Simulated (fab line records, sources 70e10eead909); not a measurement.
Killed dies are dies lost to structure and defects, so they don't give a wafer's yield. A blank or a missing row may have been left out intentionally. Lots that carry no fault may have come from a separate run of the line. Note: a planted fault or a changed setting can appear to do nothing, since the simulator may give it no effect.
Which tool did it?	flow nand-harc	Sampling: 12 lots, 36 wafers, 5 of 1159 route steps

## WHAT THE GAUGES READ, wafer by wafer
NHARC_P_GATE_CD_MEAS_59: the cd target is 720 nm. Usual: cd-nm reads 720.9 nm (standard deviation 1.5).
lot	measured	on	cd-nm (nm)	flag
L875	day 5 22:52	cd-sem-01	720.4 719.3 721.5	
L876	day 5 23:02	cd-sem-01	720.1 719.6 723.0	
L877	day 6 06:52	cd-sem-03	719.5 723.7 720.5	
L878	day 6 12:18	cd-sem-03	720.6 718.8 722.0	
L882	day 7 13:28	cd-sem-02	721.9 722.6 721.4	
L886	day 8 09:41	cd-sem-01	722.3 722.3 722.9	
L887	day 8 17:23	cd-sem-01	720.1 720.6 718.7	
L889	day 9 07:05	cd-sem-01	720.9 720.2 718.1	
L891	day 9 19:31	cd-sem-01	718.9 719.8 719.7	
L893	day 10 05:42	cd-sem-01	718.1 717.3 722.5	
L894	day 10 06:26	cd-sem-03	723.5 720.9 720.9	
L896	day 11 05:24	cd-sem-01	721.1 722.6 722.3	

NHARC_P_GATE_CD_MEAS_91: the cd target is 2000 nm. Usual: cd-nm reads 2000.1 nm (standard deviation 1.8).
lot	measured	on	cd-nm (nm)	flag
L875	day 6 00:34	cd-sem-01	2000.8 2001.0 2003.5	
L876	day 6 00:55	cd-sem-01	2002.1 1999.1 1997.8	
L877	day 6 08:35	cd-sem-01	1963.8 1961.7 1965.5	OFF
L878	day 6 13:53	cd-sem-02	2001.3 1999.5 2000.7	
L882	day 7 15:11	cd-sem-03	1998.5 1998.6 1999.3	
L886	day 8 11:25	cd-sem-01	1999.2 2000.0 1999.5	
L887	day 8 19:54	cd-sem-01	2000.2 1999.8 2002.4	
L889	day 9 08:40	cd-sem-02	2002.8 2001.8 2001.3	
L891	day 9 21:07	cd-sem-02	2001.7 2001.3 1999.1	
L893	day 10 07:32	cd-sem-02	1998.5 1997.8 1998.4	
L894	day 10 08:02	cd-sem-01	1998.4 2000.7 2000.0	
L896	day 11 07:07	cd-sem-03	2000.3 1997.8 2003.7	

## EACH LOT AND THE TOOL THAT RAN IT (in order: tool; ch and the chambers of the sampled wafers; start)
lot	NHARC_P_GATE_DESCUM_61	NHARC_P_GATE_STRIP_112	NHARC_P_GATE_EXPOSE_88
L875	rie-diel-13 ch 0,3, day 5 23:01	plasma-asher-02 ch 0, day 5 23:26	krf-scanner-03 ch 0, day 6 00:25
L876	rie-diel-13 ch 0,2,3, day 5 23:14	plasma-asher-02 ch 0,1, day 5 23:46	krf-scanner-04 ch 0, day 6 00:46
L877	rie-diel-04 ch 0,2,3, day 6 07:02	plasma-asher-02 ch 0,1, day 6 07:26	krf-scanner-03 ch 0, day 6 08:25
L878	rie-diel-04 ch 1,2,3, day 6 12:29	plasma-asher-01 ch 0,1, day 6 12:49	krf-scanner-03 ch 0, day 6 13:43
L882	rie-diel-06 ch 0,2, day 7 13:37	plasma-asher-01 ch 1, day 7 13:59	krf-scanner-04 ch 0, day 7 15:02
L886	rie-diel-04 ch 0,3, day 8 09:51	plasma-asher-01 ch 0,1, day 8 10:14	krf-scanner-04 ch 0, day 8 11:15
L887	rie-diel-13 ch 0,1, day 8 17:32	plasma-asher-01 ch 0, day 8 18:43	krf-scanner-04 ch 0, day 8 19:45
L889	rie-diel-13 ch 1,2,3, day 9 07:16	plasma-asher-01 ch 0,1, day 9 07:37	krf-scanner-04 ch 0, day 9 08:31
L891	rie-diel-04 ch 2,3, day 9 19:42	plasma-asher-01 ch 0,1, day 9 20:04	krf-scanner-04 ch 0, day 9 20:57
L893	rie-diel-04 ch 1,3, day 10 05:52	plasma-asher-02 ch 0,1, day 10 06:26	krf-scanner-04 ch 0, day 10 07:23
L894	rie-diel-13 ch 1,3, day 10 06:36	plasma-asher-02 ch 0,1, day 10 06:58	krf-scanner-04 ch 0, day 10 07:53
L896	rie-diel-04 ch 0,3, day 11 05:35	plasma-asher-01 ch 0,1, day 11 05:59	krf-scanner-02 ch 0, day 11 06:58
- NHARC_P_GATE_DESCUM_61: chemistry O2, time 3 s.
- NHARC_P_GATE_STRIP_112: strips in N2/H2, time 200 s.
- NHARC_P_GATE_EXPOSE_88: exposes mask P HVN, target cd 2000 nm.

## AS READ BY THE TOOLS THEMSELVES (means over the sampled wafers that have a number; for cases with no such wafer, the mark the record gives instead)
NHARC_P_GATE_DESCUM_61. Usual: drypump-motor-current-A 5.8 A, standard deviation 0.46; oes-product-au 0.998 a.u., standard deviation 0.0089; rf-vpp-V 57.7 V, standard deviation 0.85; showerhead-plenum-p-Torr 1.91 Torr, standard deviation 0.086; throttle-valve-pct 11.311 %, standard deviation 0.0091.
lot	tool	drypump-motor-current-A (A)	oes-product-au (a.u.)	rf-vpp-V (V)	showerhead-plenum-p-Torr (Torr)	throttle-valve-pct (%)	flag
L875	rie-diel-13	5.5	0.990	57.9	1.85	11.307	
L876	rie-diel-13	5.9	0.991	57.3	1.84	11.302	
L877	rie-diel-04	5.6	1.002	57.7	1.90	11.306	
L878	rie-diel-04	5.5	0.991	58.4	1.93	11.308	
L882	rie-diel-06	6.1	1.000	57.5	1.97	11.314	
L886	rie-diel-04	5.4	0.994	57.6	1.87	11.300	
L887	rie-diel-13	5.4	0.988	58.1	1.86	11.304	
L889	rie-diel-13	5.7	1.003	57.0	1.79	11.308	
L891	rie-diel-04	5.4	0.996	57.7	1.85	11.316	
L893	rie-diel-04	5.2	0.994	57.8	1.90	11.317	
L894	rie-diel-13	5.3	0.997	56.8	1.81	11.319	
L896	rie-diel-04	5.3	0.995	57.6	1.87	11.293	

NHARC_P_GATE_STRIP_112. Usual: drypump-motor-current-A 5.39 A, standard deviation 0.28; heater-power-w 92 W, standard deviation 9.8.
lot	tool	drypump-motor-current-A (A)	heater-power-w (W)	flag
L875	plasma-asher-02	5.59	79	
L876	plasma-asher-02	5.69	85	
L877	plasma-asher-02	5.68	85	
L878	plasma-asher-01	5.12	98	
L882	plasma-asher-01	5.13	105	
L886	plasma-asher-01	5.12	102	
L887	plasma-asher-01	5.11	93	
L889	plasma-asher-01	5.12	103	
L891	plasma-asher-01	5.13	103	
L893	plasma-asher-02	5.69	85	
L894	plasma-asher-02	5.70	84	
L896	plasma-asher-01	5.11	101	

NHARC_P_GATE_EXPOSE_88. Usual: exposure-dose-mJ-cm2 reads 11.871 (standard deviation 0.012).
lot	tool	exposure-dose-mJ-cm2	flag
L875	krf-scanner-03	11.869	
L876	krf-scanner-04	11.858	
L877	krf-scanner-03	11.868	
L878	krf-scanner-03	11.880	
L882	krf-scanner-04	11.875	
L886	krf-scanner-04	11.867	
L887	krf-scanner-04	11.852	
L889	krf-scanner-04	11.866	
L891	krf-scanner-04	11.876	
L893	krf-scanner-04	11.866	
L894	krf-scanner-04	11.858	
L896	krf-scanner-02	11.878	

## THE ANSWER, worked out from the rows above alone
Rule: a lot is off if the mean of its wafers that have a number lies more than 3 standard deviations from the usual mean. Also off: a lot with no number at a reading for which 4 or more lots have one. All remaining lots with rows at the step are treated as sound. Order of review: gauges by route order, followed by the tools' own readings, for which a lot's mean as printed above is used. The first step at which some lot is off is used, and at that step the reading that is off furthest; a lot without a number counts as furthest.
Off: L877 (NHARC_P_GATE_CD_MEAS_91, cd-nm).
If a tool, at a process step before that reading, ran all the lots that are off and no sound lot after the first of them, it fits. Gauges at NHARC_P_GATE_CD_MEAS_91: tried the same way as those tools. None of those tried fits.

## WHAT HAD BEEN PUT IN BY THE SIMULATOR
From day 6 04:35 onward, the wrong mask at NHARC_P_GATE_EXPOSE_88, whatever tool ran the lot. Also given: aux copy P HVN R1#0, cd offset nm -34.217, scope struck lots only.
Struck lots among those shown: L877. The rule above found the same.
